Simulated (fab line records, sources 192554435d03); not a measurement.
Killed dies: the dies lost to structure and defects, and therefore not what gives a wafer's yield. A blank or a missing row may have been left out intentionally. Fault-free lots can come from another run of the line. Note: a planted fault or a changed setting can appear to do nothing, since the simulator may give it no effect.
fab line records	flow n5Finfet	part 1 of 2: steps 1 to 4 of 6
record lots=23	wafers=69	lastDay=18
route steps=1938 shown BEOL_M9@1463 BEOL_M10@1471 BEOL_M11@1552
lots with no fault: from the same line, run without faults
startH: the number of hours between the record's first day and the start of the first shown wafer of the lot	waitH: how many hours have passed since the lot's step before this one	" as in the row above	L1.1+2: a row that stands for several wafers	- either no value or no given start	* or withheld: withheld	< > ~ a bound
route shown NAME@n: names a module that has steps shown in the file, with the first one's number in the route	usual: average and standard deviation across the fault-free wafers	same: alike in all rows	chamber/n: place in a boat	sites: the reading at each site	_std_site: standard deviation across them	_edge_site: outer sites' mean less inner sites'	radiusMm: for every site, how far away it sits from the centre of the wafer	mask NAME#n: copy n	behind: the last tool/chamber to shape the wafer	hold: reason for holding the lot/hours on hold/outcome of the hold	device: transistor that didn't switch, given as n, p or np	end of line: the same wafers' tests at the end of the route	a step without rows: its recipe alone	killed: count of dies lost to structure and defects at first sort (not the wafer's yield)	map: shows each die of a wafer: x if killed, . if not, _ if none is there
set.NAME: the setting as run; set.NAME@STEP: as run at that earlier step	model.NAME: the simulator's own value behind a step, which no gauge read
route steps across a sampled set of lots; one table per step, one row per wafer
services: from which hour (startH, from the record's first day; less than 0 if before it) a tool's chamber was out of use, for how many hours, and why
## steps
# step N5_BEOL_M9_ANNEAL_51
# recipe tempC=225	timeS=90	ambient=N2
# usual annealTempC=224.98/0.19	wafer_temp_C_max=225.61/0.23
lot.wafer	tool	chamber	startH	waitH	annealTempC	wafer_temp_C_max
L075.2	rtpAnneal-01	0	229.86	0.1	224.86	225.59
L075.4	"	0	"	"	224.71	225.59
L075.6	"	0	"	"	225.17	226.06
L077.1	rtpAnneal-01	0	232.20	0.1	225.01	225.87
L077.2	"	0	"	"	225.33	225.98
L077.3	"	0	"	"	225.13	225.74
L078.1	rtpAnneal-02	0	232.77	0.1	224.70	225.85
L078.2	"	0	"	"	225.19	225.54
L078.5	"	0	"	"	224.84	225.44
L076.3	rtpAnneal-02	0	234.64	0.1	224.86	225.65
L076.4	"	0	"	"	224.86	225.76
L076.6	"	0	"	"	224.95	225.72
L079.1	rtpAnneal-01	0	251.78	0.1	224.82	225.62
L079.3	"	0	"	"	225.00	225.51
L079.5	"	0	"	"	224.74	225.41
L080.4	rtpAnneal-01	0	255.22	0.2	225.24	225.83
L080.5	"	0	"	"	225.15	225.62
L080.6	"	0	"	"	224.94	225.59
L081.2	rtpAnneal-01	0	256.32	0.6	224.98	225.42
L081.3	"	0	"	"	224.85	225.95
L081.4	"	0	"	"	224.99	225.79
L082.3	rtpAnneal-02	0	262.75	1.1	225.10	225.61
L082.4	"	0	"	"	225.17	225.44
L082.6	"	0	"	"	225.24	225.42
L084.2	rtpAnneal-01	0	274.08	0.2	225.15	225.39
L084.3	"	0	"	"	225.12	225.55
L084.6	"	0	"	"	225.05	225.27
L083.1	rtpAnneal-02	0	284.10	0.3	225.08	225.83
L083.4	"	0	"	"	225.15	225.73
L083.5	"	0	"	"	225.00	225.51
L085.3	rtpAnneal-01	0	293.69	0.6	225.36	225.40
L085.5	"	0	"	"	224.90	225.90
L085.6	"	0	"	"	225.12	225.63
L088.1	rtpAnneal-01	0	304.30	0.1	225.13	225.75
L088.5	"	0	"	"	225.03	226.02
L088.6	"	0	"	"	225.61	225.93
L087.1	rtpAnneal-02	0	306.76	0.2	224.87	225.62
L087.2	"	0	"	"	225.10	225.47
L087.5	"	0	"	"	225.25	225.42
L086.2	rtpAnneal-01	0	306.92	0.3	225.22	225.50
L086.3	"	0	"	"	225.18	225.28
L086.6	"	0	"	"	225.09	225.68
L089.1	rtpAnneal-02	0	310.12	0.1	224.90	225.61
L089.2	"	0	"	"	224.84	225.31
L089.6	"	0	"	"	224.94	225.63
L090.1	rtpAnneal-02	0	315.13	0.1	225.11	225.60
L090.4	"	0	"	"	224.84	225.35
L090.5	"	0	"	"	224.85	225.61
L092.2	rtpAnneal-01	0	315.39	0.1	224.95	225.26
L092.3	"	0	"	"	224.96	225.25
L092.6	"	0	"	"	224.73	225.19
L091.1	rtpAnneal-01	0	326.19	0.1	224.96	225.59
L091.4	"	0	"	"	224.76	225.74
L091.5	"	0	"	"	225.26	225.32
L093.2	rtpAnneal-02	0	333.92	0.1	224.70	225.49
L093.5	"	0	"	"	224.77	225.85
L093.6	"	0	"	"	224.58	225.64
L094.2	rtpAnneal-02	0	348.36	0.1	224.92	225.88
L094.3	"	0	"	"	224.75	225.44
L094.4	"	0	"	"	225.08	225.84
L095.3	rtpAnneal-02	0	349.21	0.3	224.93	225.73
L095.5	"	0	"	"	225.11	225.57
L095.6	"	0	"	"	225.13	225.84
L097.2	rtpAnneal-01	0	352.90	0.1	224.95	225.48
L097.4	"	0	"	"	225.00	225.42
L097.5	"	0	"	"	225.04	225.44
L096.3	rtpAnneal-01	0	357.29	0.1	225.20	225.40
L096.4	"	0	"	"	225.35	225.58
L096.5	"	0	"	"	224.86	225.42
# step N5_BEOL_M10_CURE_71
# recipe tempC=385	timeS=240	ambient=He/Ar	material=SiCOH_lowk
# usual lampPowerPct=52.32/0.061	wafer_temp_C_max=386.8/0.47
lot.wafer	tool	chamber	startH	waitH	lampPowerPct	wafer_temp_C_max
L075.2	uvCure-01	1	230.99	0.3	52.43	387.0
L075.4	"	1	"	"	52.37	386.1
L075.6	"	1	"	"	52.37	386.4
L077.1	uvCure-03	1	233.29	0.3	52.31	387.2
L077.2	"	1	"	"	52.34	387.1
L077.3	"	1	"	"	52.26	387.2
L078.1	uvCure-01	2	233.73	0.1	52.29	386.1
L078.2	"	2	"	"	52.29	386.1
L078.5	"	2	"	"	52.28	386.1
L076.3	uvCure-03	2	235.57	0.2	52.31	386.6
L076.4	"	2	"	"	52.37	387.1
L076.6	"	2	"	"	52.31	387.2
L079.1	uvCure-03	1	252.69	0.0	52.37	386.0
L079.3	"	1	"	"	52.38	387.2
L079.5	"	1	"	"	52.28	386.8
L080.4	uvCure-01	0	256.30	0.4	52.34	387.1
L080.5	"	0	"	"	52.30	386.4
L080.6	"	0	"	"	52.21	386.6
L081.2	uvCure-03	2	257.24	0.1	52.33	386.4
L081.3	"	2	"	"	52.31	386.6
L081.4	"	2	"	"	52.33	386.8
L082.3	uvCure-03	2	263.69	0.2	52.27	387.2
L082.4	"	2	"	"	52.25	387.8
L082.6	"	2	"	"	52.30	386.9
L084.2	uvCure-02	2	275.27	0.4	52.20	386.0
L084.3	"	2	"	"	52.34	386.3
L084.6	"	2	"	"	52.19	386.4
L083.1	uvCure-02	0	284.98	0.0	52.38	386.6
L083.4	"	0	"	"	52.29	386.6
L083.5	"	0	"	"	52.32	386.3
L085.3	uvCure-03	1	294.63	0.2	52.42	387.1
L085.5	"	1	"	"	52.26	387.7
L085.6	"	1	"	"	52.40	386.5
L088.1	uvCure-03	0	305.18	0.0	52.38	386.5
L088.5	"	0	"	"	52.38	387.5
L088.6	"	0	"	"	52.34	387.0
L087.1	uvCure-03	1	307.66	0.1	52.36	386.5
L087.2	"	1	"	"	52.32	387.1
L087.5	"	1	"	"	52.40	387.4
L086.2	uvCure-02	0	307.83	0.1	52.36	386.8
L086.3	"	0	"	"	52.31	387.2
L086.6	"	0	"	"	52.27	386.9
L089.1	uvCure-02	0	310.99	0.0	52.40	386.4
L089.2	"	0	"	"	52.31	387.0
L089.6	"	0	"	"	52.33	386.9
L090.1	uvCure-01	2	316.00	0.0	52.31	386.8
L090.4	"	2	"	"	52.29	386.8
L090.5	"	2	"	"	52.24	386.4
L092.2	uvCure-03	1	316.37	0.2	52.42	386.3
L092.3	"	1	"	"	52.21	387.3
L092.6	"	1	"	"	52.39	387.7
L091.1	uvCure-03	2	327.06	0.0	52.37	386.6
L091.4	"	2	"	"	52.36	386.8
L091.5	"	2	"	"	52.30	386.2
L093.2	uvCure-01	1	334.83	0.1	52.30	386.0
L093.5	"	1	"	"	52.29	386.7
L093.6	"	1	"	"	52.29	386.2
L094.2	uvCure-03	2	349.26	0.1	52.31	387.3
L094.3	"	2	"	"	52.39	387.6
L094.4	"	2	"	"	52.37	387.4
L095.3	uvCure-01	0	350.34	0.4	52.41	386.7
L095.5	"	0	"	"	52.23	387.3
L095.6	"	0	"	"	52.26	387.2
L097.2	uvCure-01	1	353.81	0.1	52.34	386.6
L097.4	"	1	"	"	52.33	386.7
L097.5	"	1	"	"	52.29	386.9
L096.3	uvCure-02	0	358.38	0.2	52.33	387.4
L096.4	"	0	"	"	52.27	387.5
L096.5	"	0	"	"	52.39	387.2
# step N5_BEOL_M10_STRIP_67
# recipe chemistry=CF4	resist=SiARC	powerW=300	biasPowerW=75	pressureMtorr=50	cf4FlowSccm=150	rfFrequencyHz=6e+07
# usual drypumpMotorCurrentA=5.9/0.33	oesProductAu=0.84/0.061	powerW=299.8/0.85	rfVppV=271.7/1.3	showerheadPlenumPTorr=1.82/0.056	throttleValvePct=13.46/0.24
lot.wafer	tool	chamber	startH	waitH	drypumpMotorCurrentA	oesProductAu	powerW	rfHoursCounterH	rfVppV	showerheadPlenumPTorr	throttleValvePct
L075.2	rieDiel-02	0	233.42	0.0	6.0	0.83	301.1	78	271.9	1.80	13.33
L075.4	"	2	"	"	6.2	0.86	301.4	63	273.0	1.80	13.14
L075.6	"	2	"	"	6.2	0.86	299.8	-	272.0	1.80	13.15
L077.1	rieDiel-01	0	237.57	0.0	6.0	0.82	300.8	70	273.2	1.90	13.52
L077.2	"	1	"	"	6.1	0.92	301.0	17	270.6	1.75	13.24
L077.3	"	3	"	"	5.3	0.84	300.3	48	272.9	1.91	13.69
L078.1	rieDiel-02	2	237.74	0.0	6.2	0.86	299.2	64	271.3	1.80	13.13
L078.2	"	3	"	"	5.5	0.86	299.8	40	271.2	1.83	13.13
L078.5	"	3	"	"	5.5	0.86	300.3	-	271.0	1.83	13.12
L076.3	rieDiel-06	3	238.45	0.0	5.4	0.68	300.7	226	270.9	1.78	14.00
L076.4	"	1	"	"	6.5	0.88	300.0	37	271.8	1.82	13.64
L076.6	"	2	"	"	5.7	0.85	301.2	-	269.2	1.75	13.43
L079.1	rieDiel-01	0	255.25	0.0	6.0	0.82	299.8	77	274.3	1.90	13.49
L079.3	"	3	"	"	5.3	0.83	300.6	54	273.0	1.91	13.67
L079.5	"	1	"	"	6.1	0.90	299.3	-	269.5	1.75	13.29
L080.4	rieDiel-01	3	258.64	0.0	5.3	0.83	299.4	-	273.4	1.91	13.68
L080.5	"	0	"	"	6.0	0.81	299.7	-	272.6	1.90	13.51
L080.6	"	1	"	"	6.1	0.90	300.6	-	271.8	1.75	13.26
L081.2	rieDiel-01	1	259.17	0.0	6.0	0.90	300.5	26	271.2	1.75	13.27
L081.3	"	0	"	"	6.0	0.81	300.1	78	273.5	1.89	13.52
L081.4	"	3	"	"	5.3	0.83	298.4	-	273.1	1.91	13.69
L082.3	rieDiel-02	0	268.03	0.0	6.0	0.82	300.1	90	271.7	1.80	13.37
L082.4	"	1	"	"	5.5	0.70	299.7	239	271.3	1.85	14.12
L082.6	"	1	"	"	5.5	0.71	299.1	-	272.2	1.85	14.13
L084.2	rieDiel-01	1	278.69	0.0	6.1	0.88	299.3	33	268.9	1.74	13.31
L084.3	"	3	"	"	5.3	0.83	298.9	63	272.0	1.90	13.70
L084.6	"	2	"	"	5.9	0.99	300.0	-	272.2	1.82	13.21
L083.1	rieDiel-01	1	287.74	0.0	6.0	0.88	300.2	35	270.7	1.74	13.28
L083.4	"	0	"	"	6.0	0.81	299.5	87	272.5	1.89	13.54
L083.5	"	0	"	"	6.0	0.80	298.2	-	272.7	1.89	13.52
L085.3	rieDiel-01	3	296.76	0.0	5.3	0.82	299.6	68	273.1	1.90	13.73
L085.5	"	2	"	"	5.9	0.96	299.8	-	272.0	1.82	13.22
L085.6	"	1	"	"	6.1	0.87	298.7	-	268.5	1.74	13.29
L088.1	rieDiel-01	2	307.75	0.0	5.9	0.95	300.7	12	273.9	1.82	13.24
L088.5	"	2	"	"	5.9	0.95	300.1	-	272.3	1.82	13.25
L088.6	"	1	"	"	6.0	0.87	298.1	-	270.0	1.74	13.32
L087.1	rieDiel-06	1	310.91	0.0	6.5	0.84	299.0	63	270.2	1.82	13.71
L087.2	"	2	"	"	5.7	0.82	301.0	89	270.5	1.74	13.48
L087.5	"	0	"	"	6.2	0.82	300.6	-	270.2	1.75	13.68
L086.2	rieDiel-06	1	311.16	0.0	6.5	0.84	297.9	63	270.6	1.82	13.69
L086.3	"	2	"	"	5.7	0.82	300.6	89	269.5	1.74	13.47
L086.6	"	0	"	"	6.2	0.82	300.0	-	271.3	1.75	13.65
L089.1	rieDiel-02	2	315.06	0.0	6.2	0.83	299.7	93	271.7	1.79	13.23
L089.2	"	3	"	"	5.6	0.81	298.9	68	272.3	1.82	13.22
L089.6	"	3	"	"	5.5	0.82	300.3	-	270.6	1.82	13.18
L090.1	rieDiel-01	3	318.10	0.0	5.3	0.80	300.2	78	272.2	1.90	13.75
L090.4	"	3	"	"	5.3	0.80	300.3	-	272.4	1.90	13.75
L090.5	"	1	"	"	6.1	0.87	300.0	-	270.7	1.74	13.32
L092.2	rieDiel-02	1	320.20	0.0	5.5	0.98	299.2	0	272.3	1.85	13.60
L092.3	"	3	"	"	5.5	0.81	300.8	70	273.1	1.82	13.19
L092.6	"	1	"	"	5.5	0.99	299.4	-	272.2	1.84	13.60
L091.1	rieDiel-01	3	330.15	0.0	5.3	0.80	300.8	83	272.7	1.90	13.76
L091.4	"	0	"	"	6.0	0.79	300.4	106	272.0	1.89	13.57
L091.5	"	2	"	"	5.9	0.94	299.9	-	270.3	1.81	13.26
L093.2	rieDiel-02	1	337.30	0.0	5.5	0.95	299.5	8	273.2	1.84	13.63
L093.5	"	2	"	"	6.1	0.81	299.9	-	272.5	1.79	13.23
L093.6	"	1	"	"	5.5	0.95	298.2	-	272.8	1.84	13.63
L094.2	rieDiel-02	1	352.52	0.0	5.5	0.93	299.1	13	272.3	1.84	13.63
L094.3	"	2	"	"	6.2	0.81	300.3	106	272.5	1.79	13.24
L094.4	"	1	"	"	5.5	0.93	299.8	-	271.4	1.84	13.64
L095.3	rieDiel-01	0	353.76	0.0	6.0	0.78	299.8	116	272.3	1.88	13.59
L095.5	"	1	"	"	6.1	0.84	300.2	-	270.5	1.74	13.36
L095.6	"	2	"	"	5.9	0.92	300.3	-	272.4	1.81	13.29
L097.2	rieDiel-06	2	355.45	0.0	5.7	0.81	299.7	106	268.7	1.74	13.52
L097.4	"	1	"	"	6.5	0.82	300.8	80	272.4	1.81	13.74
L097.5	"	1	"	"	6.5	0.83	299.9	-	272.4	1.81	13.75
L096.3	rieDiel-01	0	361.47	0.0	6.0	0.78	300.2	118	272.8	1.88	13.60
L096.4	"	3	"	"	5.3	0.79	299.8	95	272.9	1.90	13.78
L096.5	"	1	"	"	6.1	0.84	299.7	-	270.2	1.74	13.35
# step N5_BEOL_M10_CD_MEAS_28
# recipe targetCdNm=70	landingEnergyEv=500	detector=seInlens	polarity=opening
# usual cdNm=69.7/1.2
lot.wafer	tool	chamber	startH	waitH	cdNm
L075.2	cdSem-02	0	236.01	-	70.8
L075.4	"	0	"	"	68.9
L075.6	"	0	"	"	70.5
L078.1	cdSem-01	0	240.95	-	69.5
L078.2	"	0	"	"	69.6
L078.5	"	0	"	"	69.2
L077.1	cdSem-02	0	240.99	-	71.2
L077.2	"	0	"	"	70.7
L077.3	"	0	"	"	71.9
L076.3	cdSem-02	0	241.04	-	70.2
L076.4	"	0	"	"	69.8
L076.6	"	0	"	"	70.3
L079.1	cdSem-01	0	257.26	-	69.9
L079.3	"	0	"	"	68.8
L079.5	"	0	"	"	69.1
L081.2	cdSem-02	0	260.09	-	70.2
L081.3	"	0	"	"	69.6
L081.4	"	0	"	"	70.4
L080.4	cdSem-01	0	260.26	-	70.8
L080.5	"	0	"	"	69.0
L080.6	"	0	"	"	69.8
L082.3	cdSem-01	0	271.44	-	67.9
L082.4	"	0	"	"	68.1
L082.6	"	0	"	"	68.7
L084.2	cdSem-02	0	280.75	-	71.2
L084.3	"	0	"	"	71.0
L084.6	"	0	"	"	71.1
L083.1	cdSem-02	0	288.40	-	70.8
L083.4	"	0	"	"	69.8
L083.5	"	0	"	"	69.6
L085.3	cdSem-02	0	297.95	-	66.6
L085.5	"	0	"	"	68.1
L085.6	"	0	"	"	65.8
L088.1	cdSem-01	0	309.96	-	69.8
L088.5	"	0	"	"	71.4
L088.6	"	0	"	"	70.5
L086.2	cdSem-02	0	312.96	-	68.9
L086.3	"	0	"	"	70.2
L086.6	"	0	"	"	68.2
L087.1	cdSem-03	0	313.12	-	69.1
L087.2	"	0	"	"	69.0
L087.5	"	0	"	"	69.9
L089.1	cdSem-02	0	315.69	-	70.9
L089.2	"	0	"	"	70.8
L089.6	"	0	"	"	71.2
L090.1	cdSem-01	0	318.87	-	69.0
L090.4	"	0	"	"	69.5
L090.5	"	0	"	"	69.4
L092.2	cdSem-01	0	320.84	-	69.3
L092.3	"	0	"	"	67.2
L092.6	"	0	"	"	70.0
L091.1	cdSem-03	0	331.55	-	68.4
L091.4	"	0	"	"	69.5
L091.5	"	0	"	"	69.5
L093.2	cdSem-02	0	337.81	-	68.8
L093.5	"	0	"	"	68.7
L093.6	"	0	"	"	69.2
L094.2	cdSem-01	0	353.15	-	71.0
L094.3	"	0	"	"	71.2
L094.4	"	0	"	"	70.3
L095.3	cdSem-01	0	356.24	-	67.7
L095.5	"	0	"	"	67.4
L095.6	"	0	"	"	68.8
L097.2	cdSem-03	0	356.40	-	71.2
L097.4	"	0	"	"	70.4
L097.5	"	0	"	"	68.9
L096.3	cdSem-02	0	362.52	-	70.4
L096.4	"	0	"	"	70.0
L096.5	"	0	"	"	70.4
